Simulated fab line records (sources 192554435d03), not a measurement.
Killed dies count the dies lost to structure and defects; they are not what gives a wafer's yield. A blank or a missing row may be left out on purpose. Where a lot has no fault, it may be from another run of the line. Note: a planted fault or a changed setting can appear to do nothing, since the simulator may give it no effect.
fab line records	flow n5_finfet
record: lots: 10	wafers: 29	last_day: 18
route steps=1938 shown BEOL_M3@1012 BEOL_M4@1023 PASSIVATION@1936
lots with no fault: from the same line, run without faults
start_h: hours from the record's first day to the start of the lot's first wafer shown	wait_h: hours from the lot's prior step to this one	" unchanged from the row above	L1.1+2: several wafers, shown together as one row	- no value, or no start given	* or withheld: withheld	< > ~ a bound
route shown NAME@n: a module of which the file shows steps, and the number in the route of the first	usual: average and standard deviation across the fault-free wafers	same: alike in all rows	chamber/n: place in a boat	sites: readings site by site	_std_site: the values' standard deviation	_edge_site: the outer-site mean with the inner-site mean subtracted	radius_mm: for every site, how far away it sits from the centre of the wafer	mask NAME#n: copy n	behind: the most recent tool/chamber to have shaped the wafer	hold: why the lot went on hold/how many hours it stayed there/how the hold came to an end	device: the transistor (n, p or np) that didn't switch	end of line: the tests these same wafers got at the end of their route	a step given without rows: its recipe and nothing more	killed: count of dies lost to structure and defects at first sort (not the wafer's yield)	map: the dies of a wafer, with x for killed, . for not killed, _ for no die there
set.NAME: the setting as run; set.NAME@STEP: as run at that earlier step	model.NAME: the simulator's own value behind a step, which no gauge read
the route's steps for a sample of lots (tables are steps, rows are wafers)
services: from which hour (start_h, from the record's first day; less than 0 if before it) a tool's chamber was out of use, for how many hours, and why
== steps ==
step: N5_BEOL_M3_ANNEAL_51
recipe: temp_c: 225	time_s: 90	ambient: N2
usual: anneal_temp_c_max: 226.3/0.38	wafer_temp_C_max: 226.4/0.39
lot.wafer	tool	chamber	start_h	wait_h	anneal_temp_c_max	wafer_temp_C_max
L695.1	rtp_anneal-02	0	160.24	0.1	226.9	226.2
L695.5	"	0	"	"	226.4	226.1
L698.1	rtp_anneal-01	0	168.64	0.1	226.1	226.8
L698.2	"	0	"	"	225.8	227.1
L698.4	"	0	"	"	225.9	227.0
L701.3	rtp_anneal-01	0	184.90	0.1	226.2	226.7
L701.4	"	0	"	"	226.2	227.2
L701.5	"	0	"	"	226.0	226.7
L703.3	rtp_anneal-02	0	204.36	0.1	226.5	226.2
L703.4	"	0	"	"	226.5	226.1
L703.5	"	0	"	"	226.5	226.1
L709.1	rtp_anneal-01	0	249.28	0.1	226.1	226.5
L709.3	"	0	"	"	225.9	226.6
L709.4	"	0	"	"	226.3	226.8
L712.2	rtp_anneal-01	0	255.38	0.1	226.2	226.4
L712.3	"	0	"	"	225.7	226.8
L712.6	"	0	"	"	226.2	226.4
L713.1	rtp_anneal-02	0	258.78	0.1	227.0	225.9
L713.2	"	0	"	"	226.7	226.2
L713.3	"	0	"	"	226.8	225.9
L714.3	rtp_anneal-01	0	266.01	0.1	225.8	226.9
L714.4	"	0	"	"	226.2	227.5
L714.6	"	0	"	"	225.8	227.1
L716.2	rtp_anneal-01	0	280.40	0.1	225.5	226.4
L716.3	"	0	"	"	225.9	226.6
L716.4	"	0	"	"	226.1	226.2
L718.3	rtp_anneal-02	0	301.56	0.2	226.5	226.2
L718.5	"	0	"	"	226.4	226.3
L718.6	"	0	"	"	226.5	226.1
step: N5_BEOL_M4_PECVD_72
recipe: material: SiO2	target_thk_a: 160	temp_c: 400	precursor: TEOS/O2	pressure_torr: 5.5	rf_w: 450	teos_flow_sccm: 53.8	gas: O2	flow_sccm: 3000	time_s: 18
usual: heater_power_w: 734/97	showerhead_plenum_p_Torr: 8.83/0.074	showerhead_vpp_V: 1329/61	throttle_valve_pct: 22.0/0.67
lot.wafer	tool	chamber	start_h	wait_h	heater_power_w	showerhead_plenum_p_Torr	showerhead_vpp_V	throttle_valve_pct
L695.1	pecvd-02	1	161.33	0.0	553	8.72	1364	21.8
L695.5	"	2	"	"	709	8.75	1421	22.8
L698.1	pecvd-04	1	169.78	0.0	861	8.91	1349	23.9
L698.2	"	2	"	"	924	8.78	1353	21.9
L698.4	"	1	"	"	892	8.91	1360	23.7
L701.3	pecvd-04	1	185.86	0.0	751	8.91	1349	23.7
L701.4	"	2	"	"	821	8.79	1343	21.9
L701.5	"	1	"	"	769	8.92	1387	24.0
L703.3	pecvd-03	1	205.29	0.0	692	8.82	1294	21.7
L703.4	"	0	"	"	845	8.91	1244	21.5
L703.5	"	2	"	"	679	8.89	1382	21.5
L709.1	pecvd-02	0	250.31	0.0	755	8.71	1220	22.1
L709.3	"	0	"	"	760	8.69	1237	22.1
L709.4	"	1	"	"	557	8.72	1392	21.8
L712.2	pecvd-03	0	256.35	0.0	758	8.89	1262	21.9
L712.3	"	1	"	"	650	8.84	1293	21.7
L712.6	"	0	"	"	765	8.89	1236	21.8
L713.1	pecvd-03	1	259.80	0.0	639	8.85	1294	21.8
L713.2	"	0	"	"	897	8.90	1255	21.1
L713.3	"	2	"	"	732	8.94	1393	22.1
L714.3	pecvd-03	0	266.94	0.0	746	8.87	1247	21.6
L714.4	"	0	"	"	777	8.90	1253	21.8
L714.6	"	1	"	"	675	8.85	1300	21.9
L716.2	pecvd-04	1	281.39	0.0	830	8.92	1374	23.7
L716.3	"	2	"	"	869	8.76	1333	21.8
L716.4	"	2	"	"	882	8.79	1349	21.9
L718.3	pecvd-04	2	302.72	0.1	864	8.77	1340	21.9
L718.5	"	2	"	"	863	8.78	1349	22.0
L718.6	"	0	"	"	586	8.81	1332	22.4
step: N5_BEOL_M4_COAT_73
recipe: resist: underlayer	temp_c: 205	time_s: 60	spin_rpm: 1500	resist_thk_nm: 5
usual: exhaust_pa: 44.9/0.9	heater_power_total_W: 391.6/1.4	spin_speed_rpm: 1500.3/0.93
lot.wafer	tool	chamber	start_h	wait_h	exhaust_pa	heater_power_total_W	spin_speed_rpm
L695.1	litho_track-01	0	162.38	-	46.5	390.4	1498.9
L695.5	"	0	"	"	46.0	389.7	1499.8
L698.1	litho_track-04	0	171.37	-	45.4	389.6	1500.2
L698.2	"	0	"	"	45.4	391.1	1501.5
L698.4	"	0	"	"	46.2	391.3	1499.5
L701.3	litho_track-04	0	188.25	-	44.5	393.4	1500.1
L701.4	"	0	"	"	44.7	392.1	1501.5
L701.5	"	0	"	"	45.0	392.9	1501.4
L703.3	litho_track-03	0	205.94	-	44.2	390.3	1501.1
L703.4	"	0	"	"	44.7	391.5	1500.2
L703.5	"	0	"	"	44.9	391.2	1498.7
L709.1	litho_track-04	0	251.83	-	44.2	391.6	1356.3
L709.3	"	0	"	"	44.0	390.8	1357.7
L709.4	"	0	"	"	42.3	390.7	1356.6
L712.2	litho_track-04	0	259.04	-	44.4	390.4	1358.8
L712.3	"	0	"	"	43.9	392.9	1356.9
L712.6	"	0	"	"	44.6	392.4	1357.9
L713.1	litho_track-04	0	260.88	-	44.5	390.1	1358.2
L713.2	"	0	"	"	44.0	390.1	1357.4
L713.3	"	0	"	"	45.6	391.1	1357.4
L714.3	litho_track-01	0	268.99	-	45.0	391.0	1500.5
L714.4	"	0	"	"	44.9	389.7	1499.8
L714.6	"	0	"	"	44.1	390.0	1501.4
L716.2	litho_track-03	0	283.07	-	45.0	390.1	1501.4
L716.3	"	0	"	"	45.8	390.3	1500.1
L716.4	"	0	"	"	44.9	392.3	1499.7
L718.3	litho_track-01	0	303.06	-	44.1	390.3	1501.2
L718.5	"	0	"	"	45.3	392.7	1499.3
L718.6	"	0	"	"	46.3	390.0	1501.8
step: N5_BEOL_M4_CD_MEAS_11
recipe: target_cd_nm: 16.79	landing_energy_ev: 500	detector: se_inlens	polarity: opening
usual: cd_nm: 16.73/0.24
lot.wafer	tool	chamber	start_h	wait_h	cd_nm
L695.1	cd_sem-03	0	162.64	-	16.70
L695.5	"	0	"	"	16.78
L698.1	cd_sem-02	0	171.64	-	16.71
L698.2	"	0	"	"	17.14
L698.4	"	0	"	"	16.96
L701.3	cd_sem-02	0	188.64	-	16.65
L701.4	"	0	"	"	16.77
L701.5	"	0	"	"	16.71
L703.3	cd_sem-03	0	206.33	-	16.53
L703.4	"	0	"	"	17.02
L703.5	"	0	"	"	16.89
L709.1	cd_sem-03	0	252.22	-	16.78
L709.3	"	0	"	"	16.77
L709.4	"	0	"	"	17.03
L712.2	cd_sem-01	0	259.43	-	16.27
L712.3	"	0	"	"	16.70
L712.6	"	0	"	"	16.53
L713.1	cd_sem-02	0	261.14	-	16.88
L713.2	"	0	"	"	16.44
L713.3	"	0	"	"	16.92
L714.3	cd_sem-02	0	269.39	-	16.72
L714.4	"	0	"	"	16.43
L714.6	"	0	"	"	16.56
L716.2	cd_sem-01	0	283.46	-	16.59
L716.3	"	0	"	"	16.77
L716.4	"	0	"	"	16.50
L718.3	cd_sem-03	0	303.45	-	17.01
L718.5	"	0	"	"	16.92
L718.6	"	0	"	"	16.96
step: N5_BEOL_M4_RC_MEAS_101
usual: DIBL_N: 35.9/1.7	DIBL_P: 36.0/2.2	IOFF_N: 0.16/0.031	IOFF_P: 0.21/0.039	ION_N: 678/13	ION_P: 464/8.8	SS_N: 71.5/0.61	SS_P: 73.2/0.68	VT_N: 249/3.3	VT_P: -250/3.8
lot.wafer	tool	chamber	start_h	wait_h	DIBL_N[mV/V]	DIBL_P[mV/V]	IOFF_N[nA/um]	IOFF_P[nA/um]	ION_N[uA/um]	ION_P[uA/um]	SS_N[mV/dec]	SS_P[mV/dec]	VT_N[mV]	VT_P[mV]
L695.1	prober-01	0	169.32	0.0	35.5	35.9	0.16	0.24	683	470	71.8	73.5	248	-246
L695.5	"	0	"	"	33.6	32.9	0.12	0.20	668	464	71.4	73.0	254	-248
L698.1	prober-02	0	183.90	0.0	38.0	38.1	0.19	0.22	676	460	72.1	74.1	246	-252
L698.2	"	0	"	"	34.0	33.7	0.12	0.17	654	454	71.3	72.5	253	-254
L698.4	"	0	"	"	34.8	35.0	0.14	0.19	677	465	71.5	72.9	252	-251
L701.3	prober-02	0	200.27	0.3	35.9	34.8	0.14	0.15	653	442	72.2	73.3	250	-258
L701.4	"	0	"	"	36.2	35.7	0.15	0.16	671	450	72.3	73.6	251	-258
L701.5	"	0	"	"	34.6	33.4	0.13	0.14	675	454	71.5	72.5	252	-259
L703.3	prober-01	0	217.54	0.3	38.3	38.9	0.19	0.23	684	459	71.8	74.7	250	-252
L703.4	"	0	"	"	39.5	39.3	0.22	0.24	681	459	72.5	74.4	247	-253
L703.5	"	0	"	"	38.3	38.3	0.18	0.22	672	453	71.8	73.9	249	-253
L709.1	prober-02	0	261.70	0.0	34.3	35.5	0.17	0.20	677	457	71.5	73.0	249	-249
L709.3	"	0	"	"	37.3	39.1	0.22	0.27	689	468	72.8	73.9	245	-247
L709.4	"	0	"	"	35.8	36.8	0.19	0.22	693	464	72.2	72.6	248	-250
L712.2	prober-02	0	265.27	0.2	33.7	34.6	0.12	0.17	669	457	71.3	72.6	255	-252
L712.3	"	0	"	"	34.4	35.5	0.14	0.18	670	460	71.1	73.0	251	-252
L712.6	"	0	"	"	34.8	36.7	0.15	0.20	674	462	71.3	72.9	251	-252
L713.1	prober-01	0	272.00	0.0	33.5	31.6	0.12	0.15	665	452	70.6	72.5	253	-253
L713.2	"	0	"	"	36.7	36.6	0.17	0.22	682	463	71.1	73.5	249	-248
L713.3	"	0	"	"	35.2	34.2	0.14	0.18	675	460	70.9	73.2	249	-250
L714.3	prober-02	0	281.73	0.3	35.3	33.9	0.13	0.17	651	447	71.1	72.2	255	-254
L714.4	"	0	"	"	36.2	35.6	0.14	0.19	677	465	71.7	73.0	252	-251
L714.6	"	0	"	"	34.4	33.5	0.12	0.16	655	452	71.4	72.7	255	-252
L716.2	prober-02	0	294.82	0.2	37.5	37.3	0.19	0.28	692	472	72.1	74.0	246	-244
L716.3	"	0	"	"	34.6	33.9	0.14	0.22	679	477	70.7	72.9	251	-246
L716.4	"	0	"	"	35.9	35.3	0.16	0.23	678	470	71.8	72.9	248	-247
L718.3	prober-02	0	314.06	0.3	34.9	33.1	0.13	0.17	681	462	71.8	73.0	251	-252
L718.5	"	0	"	"	38.4	38.7	0.20	0.25	688	463	72.1	73.7	245	-249
L718.6	"	0	"	"	34.8	33.7	0.13	0.17	690	465	70.8	72.6	250	-254
step: N5_PASSIVATION_PROBE_49
usual: defect_limited_yield: 90.9/1.5	killed_at_M0_to_M3: 36/10	killed_at_M4_up: 13/5.5	killed_at_contacts: 12/5.6	killed_at_front_end: 42/12	killed_at_other: 4/3.2	killed_dies: 108/18	killed_open: 71/13	killed_short: 34/7.8	sort_bin_5_function: 5.4/1	sort_bin_6_memory: 3.4/0.68	sort_bin_8_speed: 0.00/0.0071	sort_n_pass: 1072/18	sort_yield_pct: 90.9/1.5
same: gross_dies: 1180	killed_at_back_side: 0	sort_bin_4_leakage[%]: 0
lot.wafer	tool	chamber	start_h	wait_h	defect_limited_yield[%]	killed_at_M0_to_M3	killed_at_M4_up	killed_at_contacts	killed_at_front_end	killed_at_other	killed_dies	killed_open	killed_short	sort_bin_5_function[%]	sort_bin_6_memory[%]	sort_bin_8_speed[%]	sort_n_pass	sort_yield_pct[%]
L698.1	prober-02	-	283.34	0.0	89.9	35	15	12	49	8	119	80	38	5.6	4.2	0	1061	89.9
L698.2	prober-02	-	283.39	0.1	90.9	42	21	3	39	2	107	81	23	5.4	3.1	0	1073	90.9
L698.4	prober-02	-	283.49	0.2	90.2	33	25	11	43	4	116	81	30	5.8	3.5	0	1064	90.2
L709.1	prober-01	-	376.66	0.0	90.6	33	5	8	61	4	111	70	36	5.1	3.6	0	1069	90.6
L709.3	prober-01	-	376.76	0.1	89.7	26	4	18	70	4	122	92	29	6.4	3.7	0	1058	89.7
L709.4	prober-01	-	376.81	0.2	87.7	33	7	12	89	4	145	95	49	7.9	4.0	0	1035	87.7
L712.2	prober-02	-	380.91	0.1	89.9	54	13	13	26	13	119	79	40	6.4	3.1	0	1061	89.9
L712.3	prober-02	-	380.96	0.1	88.6	41	22	19	45	8	135	94	39	7.5	3.6	0	1045	88.6
L712.6	prober-02	-	381.11	0.3	90.6	45	11	10	40	5	111	83	28	5.3	3.9	0	1069	90.6
L713.1	prober-01	-	400.90	0.0	92.2	28	17	5	35	7	92	61	28	4.7	2.9	0	1088	92.2
L713.2	prober-01	-	400.95	0.1	91.4	29	13	11	48	1	102	61	27	4.0	3.6	0	1078	91.4
L713.3	prober-01	-	401.00	0.1	93.7	31	7	6	27	3	74	53	20	4.2	1.9	0	1106	93.7
L716.2	prober-01	-	410.77	0.1	90.8	33	17	16	42	1	109	72	32	4.7	3.9	0	1071	90.8
L716.3	prober-01	-	410.82	0.1	86.9	52	20	19	59	4	154	106	47	8.4	4.4	0	1026	86.9
L716.4	prober-01	-	410.87	0.2	91.1	30	12	26	37	0	105	74	30	4.8	4.0	0	1075	91.1
killed by level:class
L698.1 MOL_CONTACT_COAG:geometric_particle:open=12 FIN_SAQP:geometric_particle:open=10 STI_FIN_REVEAL:geometric_particle:open=9 BEOL_M0_SAQP:geometric_particle:short=6 BEOL_M2:geometric_particle:open=6 BEOL_M3:geometric_particle:open=6 FIN_SAQP:geometric_particle:short=5 BEOL_M7:geometric_particle:open=5
L698.2 BEOL_M1:geometric_particle:open=16 STI_FIN_REVEAL:geometric_particle:open=15 BEOL_M4:geometric_particle:open=11 FIN_SAQP:geometric_particle:open=8 BEOL_M0_SAQP:geometric_particle:open=7 BEOL_M2:geometric_particle:open=7 FIN_SAQP:geometric_particle:short=4 BEOL_M0_SAQP:geometric_particle:short=4
L698.4 BEOL_M2:geometric_particle:open=13 FIN_SAQP:geometric_particle:open=10 BEOL_M4:geometric_particle:open=10 STI_FIN_REVEAL:geometric_particle:open=8 MOL_CONTACT_COAG:geometric_particle:open=8 BEOL_M0_SAQP:geometric_particle:short=8 FIN_SAQP:geometric_particle:short=5 BEOL_M1:geometric_particle:open=5
L709.1 FIN_SAQP:geometric_particle:open=19 STI_FIN_REVEAL:geometric_particle:open=15 BEOL_M0_SAQP:geometric_particle:short=12 MOL_CONTACT_COAG:geometric_particle:open=8 FIN_SAQP:geometric_particle:short=7 BEOL_M0_SAQP:geometric_particle:open=7 HKMG_FIN:area_etch=5 BEOL_M1:geometric_particle:open=4
L709.3 FIN_SAQP:geometric_particle:open=33 MOL_CONTACT_COAG:geometric_particle:open=16 FIN_SAQP:geometric_particle:short=12 STI_FIN_REVEAL:geometric_particle:open=7 BEOL_M0_SAQP:geometric_particle:short=6 GATE_CUT:geometric_particle:open=5 BEOL_M1:geometric_particle:open=5 BEOL_M3:geometric_particle:open=5
L709.4 FIN_SAQP:geometric_particle:open=23 STI_FIN_REVEAL:geometric_particle:open=20 FIN_SAQP:geometric_particle:short=17 BEOL_M3:geometric_particle:open=10 MOL_CONTACT_COAG:geometric_particle:open=9 BEOL_M0_SAQP:geometric_particle:open=6 STI_FIN_REVEAL:geometric_particle:short=5 BEOL_M0_SAQP:geometric_particle:short=5
L712.2 BEOL_M3:geometric_particle:open=18 BEOL_M0_SAQP:geometric_particle:short=15 STI_FIN_REVEAL:geometric_particle:open=10 MOL_CONTACT_COAG:geometric_particle:open=10 BEOL_M0_SAQP:geometric_particle:open=10 DUMMY_GATE:geometric_particle:open=6 BEOL_M1:geometric_particle:open=6 MIM_TOP:geometric_particle:short=5
L712.3 STI_FIN_REVEAL:geometric_particle:open=25 MOL_CONTACT_COAG:geometric_particle:open=14 BEOL_M0_SAQP:geometric_particle:short=9 BEOL_M0_SAQP:geometric_particle:open=9 BEOL_M4:geometric_particle:open=9 BEOL_M3:geometric_particle:open=7 MOL_CONTACT_COAG:geometric_particle:short=5 GATE_CUT:geometric_particle:short=4
L712.6 STI_FIN_REVEAL:geometric_particle:open=24 BEOL_M0_SAQP:geometric_particle:short=12 MOL_CONTACT_COAG:geometric_particle:open=9 BEOL_M0_SAQP:geometric_particle:open=9 BEOL_M3:geometric_particle:open=8 BEOL_M2:geometric_particle:open=5 BEOL_M0:geometric_particle:open=4 PASS1_CAP:geometric_particle:open=4
L713.1 STI_FIN_REVEAL:geometric_particle:open=12 BEOL_M1:geometric_particle:open=11 BEOL_M3:geometric_particle:open=8 GATE_CUT:geometric_particle:short=6 BEOL_M4:geometric_particle:open=6 FIN_SAQP:geometric_particle:open=4 MOL_CONTACT_COAG:geometric_particle:open=4 FIN_SAQP:geometric_particle:short=3
L713.2 MOL_CONTACT_COAG:geometric_particle:open=10 HKMG_FIN:area_etch=10 STI_FIN_REVEAL:geometric_particle:open=8 FIN_SAQP:geometric_particle:short=7 BEOL_M0_SAQP:geometric_particle:open=7 FIN_SAQP:geometric_particle:open=5 BEOL_M1:geometric_particle:open=5 BEOL_M7:geometric_particle:open=4
L713.3 BEOL_M3:geometric_particle:open=11 STI_FIN_REVEAL:geometric_particle:open=6 MOL_CONTACT_COAG:geometric_particle:open=6 BEOL_M0_SAQP:geometric_particle:open=6 BEOL_M0_SAQP:geometric_particle:short=5 FIN_SAQP:geometric_particle:short=3 FIN_SAQP:geometric_particle:open=3 ILD0:geometric_particle:short=3
L716.2 MOL_CONTACT_COAG:geometric_particle:open=13 BEOL_M3:geometric_particle:open=10 FIN_SAQP:geometric_particle:open=9 STI_FIN_REVEAL:geometric_particle:open=8 BEOL_M5:geometric_particle:open=8 FIN_SAQP:geometric_particle:short=7 BEOL_M0_SAQP:geometric_particle:short=7 BEOL_M2:geometric_particle:open=6
L716.3 BEOL_M2:geometric_particle:open=19 FIN_SAQP:geometric_particle:open=18 FIN_SAQP:geometric_particle:short=16 MOL_CONTACT_COAG:geometric_particle:open=13 BEOL_M4:geometric_particle:open=9 BEOL_M0_SAQP:geometric_particle:open=9 DUMMY_GATE:geometric_particle:open=7 MOL_CONTACT_COAG:geometric_particle:short=6
L716.4 MOL_CONTACT_COAG:geometric_particle:open=21 FIN_SAQP:geometric_particle:open=10 BEOL_M2:geometric_particle:open=10 FIN_SAQP:geometric_particle:short=9 MOL_CONTACT_COAG:geometric_particle:short=5 BEOL_M4:geometric_particle:open=5 STI_FIN_REVEAL:geometric_particle:open=4 BEOL_M0_SAQP:geometric_particle:short=4
== services ==
tool	chamber	start_h	hours	kind
pecvd-04	0	147.23	-	calibration
pecvd-03	-	148.09	0.9	repair
pecvd-04	2	157.25	1.7	repair
pecvd-04	2	170.42	5.5	scheduled_down
litho_track-04	-	170.56	-	consumable_replace:filter
pecvd-02	-	184.99	27.0	repair
litho_track-03	-	194.37	-	consumable_replace:filter
pecvd-03	1	218.40	5.5	scheduled_down
pecvd-03	0	224.32	5.5	scheduled_down
pecvd-02	2	231.85	5.5	scheduled_down
pecvd-04	1	298.99	6.2	repair
== key ==
first_sign: step: N5_BEOL_M4_COAT_73	reading: spin_speed_rpm	direction: down	sigmas: 99+	usual: *	struck: *
effect none on later readings
met_at N5_BEOL_M4_COAT_73
struck_lots L709,L712,L713
baseline_loss: step: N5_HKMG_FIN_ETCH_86	wafers: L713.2
not_acting_at N5_BEOL_M3_ANNEAL_51,N5_BEOL_M4_PECVD_72,N5_BEOL_M4_CD_MEAS_11
onset_between 188.25 251.83
fault: kind: process_parameter_drift	tool: litho_track-04	chamber: -	onset_h: 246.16	steps: N5_BEOL_M4_COAT_73	channel: spin_rpm	offset: *	shape: step	end_h: 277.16	acts_in: *	stated: *
baseline_loss: these wafers lose ten dies or more at that step, a loss of the line's own and not of a fault; the sort's usual values leave them out
